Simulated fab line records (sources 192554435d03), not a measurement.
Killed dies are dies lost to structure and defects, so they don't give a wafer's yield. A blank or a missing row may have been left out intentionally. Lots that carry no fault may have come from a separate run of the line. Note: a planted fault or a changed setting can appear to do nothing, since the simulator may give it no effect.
A struck lot beside a sound one | flow n5Finfet | 14 out of 1938 route steps
Sound: the wafers L713.4, L713.5, L713.6. Struck: wafer L709.5; the same lot's L709.4 was not struck, so it is left out; see the end for the cause.
For every step that has rows: the tool of each side, followed by ch and its chambers, followed by its first start. Under that, the readings that differ: sound wafers | struck wafers | difference of the means | sigmas: that difference in standard deviations of wafers without a fault.
alike: words and numbers the same on both sides, and readings whose means are apart by under 2 such deviations; not compared: readings that were withheld, readings missing a value for some wafer, numbers with overlapping values and no deviation given by the record, and bounds like >300 which may hide the same value.
Wherever a step has rows on one side only, a row that says differs or no value, or a row with sigmas, the two part there. Non-overlapping numbers with no deviation appear without sigmas and do not part them. Lack of a reading on every wafer of one side parts them only where that side has two or more wafers.

first, 1 step without rows for these wafers: N5_BEOL_M10_DEVELOP_27 (develop time 30 s).
N5_BEOL_M10_CD_MEAS_28: the cd target is 70 nm.
  sound on cdSem-03 ch 0, day 15 05:01; struck on cdSem-03 ch 0, day 14 16:01
  alike: cdNm
N5_BEOL_M10_OVL_MEAS_29:
  sound on overlay-01 ch 0, day 15 05:02; struck on overlay-02 ch 0, day 14 16:02
reading     | sound          | struck | difference | sigmas
V9_OVL (nm) | -0.1 -1.3 -1.2 | 1.6    | +2.5       | +3
N5_BEOL_M10_INSPECT_30: inspects for defects (brightfield).
  sound: defectInspect-01 at day 15 05:04; struck: defectInspect-02 at day 14 16:04
  alike: rawDefectCount
N5_BEOL_M10_DESCUM_33: chemistry O2, time 7.9 s.
  sound on rieDiel-04 ch 0,1,2, day 15 05:05; struck on rieDiel-01 ch 0, day 14 16:06
  alike: chamberPressureMTorr, drypumpMotorCurrentA, oesProductAu, rfVppV, showerheadPlenumPTorr, throttleValvePct
  not compared: rfHoursCounterH
N5_BEOL_M10_ETCH_65: etches SiARC in CF4, target depth 39 nm, time 65 s.
  sound on rieDiel-04 ch 0,1,2, day 15 05:08; struck on rieDiel-01 ch 0, day 14 16:08
reading    | sound             | struck | difference | sigmas
rfVppV (V) | 185.1 185.5 184.8 | 182.4  | -2.7       | -2
  alike: chamberPressureMTorr, drypumpMotorCurrentA, etchRfOnTimeS, mfcArSccm, oesProductAu, showerheadPlenumPTorr, throttleValvePct
  not compared: rfHoursCounterH
then, 2 steps without rows for these wafers: N5_BEOL_M10_ETCH_66 (etches SOC in N2/H2, target depth 120 nm, overetch 24 nm, time 180 s); N5_BEOL_M10_STRIP_69 (strips in N2/H2).
N5_BEOL_M10_VIA_ETCH_34: etches SiCOH lowk in C4F6/O2, target depth 184.5 nm, time 69.2 s.
  sound on rieDiel-04 ch 0,1,2, day 15 05:18; struck on rieDiel-01 ch 0, day 14 16:18
  alike: chamberPressureMTorr, drypumpMotorCurrentA, mfcArSccm, oesProductAu, rfVppV, showerheadPlenumPTorr, throttleValvePct
  not compared: rfHoursCounterH
then, 1 step without rows for these wafers: N5_BEOL_M10_STRIP_73 (strips in C4F6/O2).
N5_BEOL_M10_STRIP_36: strips in N2/H2.
  sound on rieDiel-04 ch 0,1,2, day 15 05:22; struck on rieDiel-01 ch 0, day 14 16:22
reading                      | sound             | struck | difference | sigmas
chamberPressureMTorr (mTorr) | 20.05 20.12 20.00 | 19.93  | -0.13      | -3
  alike: drypumpMotorCurrentA, n2FlowSccm, oesProductAu, rfVppV, showerheadPlenumPTorr, throttleValvePct
  not compared: rfHoursCounterH
N5_BEOL_M10_TRENCH_ETCH_37: etches SiCOH lowk in C4F6/O2, target depth 148.83 nm, time 48 s.
  sound on rieDiel-04 ch 0,1,2; struck on rieDiel-01 ch 0
  alike: chamberPressureMTorr, drypumpMotorCurrentA, mfcArSccm, oesProductAu, rfVppV, showerheadPlenumPTorr, throttleValvePct
  not compared: rfHoursCounterH
N5_BEOL_M10_ETCH_41: etches SiCN in CH3F/O2, target depth 42.6 nm, time 86 s.
  sound on rieDiel-04 ch 0,1,2, day 15 05:26; struck on rieDiel-01 ch 0, day 14 16:27
reading                 | sound             | struck | difference | sigmas
rfVppV (V)              | 295.7 297.8 300.2 | 294.2  | -3.7       | -2
model.etch.depthNm (nm) | 33.12 32.21 32.22 | 22.12  | -10.40     | 
  alike: CH3F_flow_sccm, chamberPressureMTorr, drypumpMotorCurrentA, mfcArSccm, oesProductAu, showerheadPlenumPTorr, throttleValvePct
  not compared: rfHoursCounterH
then, 1 step without rows for these wafers: N5_BEOL_M10_STRIP_77 (strips in N2/H2, time 10 s).

== WHERE THEY PART ==
Last at N5_BEOL_M10_ETCH_41 as far as this record goes, first at N5_BEOL_M10_OVL_MEAS_29.

WHY: whatever the simulator had introduced
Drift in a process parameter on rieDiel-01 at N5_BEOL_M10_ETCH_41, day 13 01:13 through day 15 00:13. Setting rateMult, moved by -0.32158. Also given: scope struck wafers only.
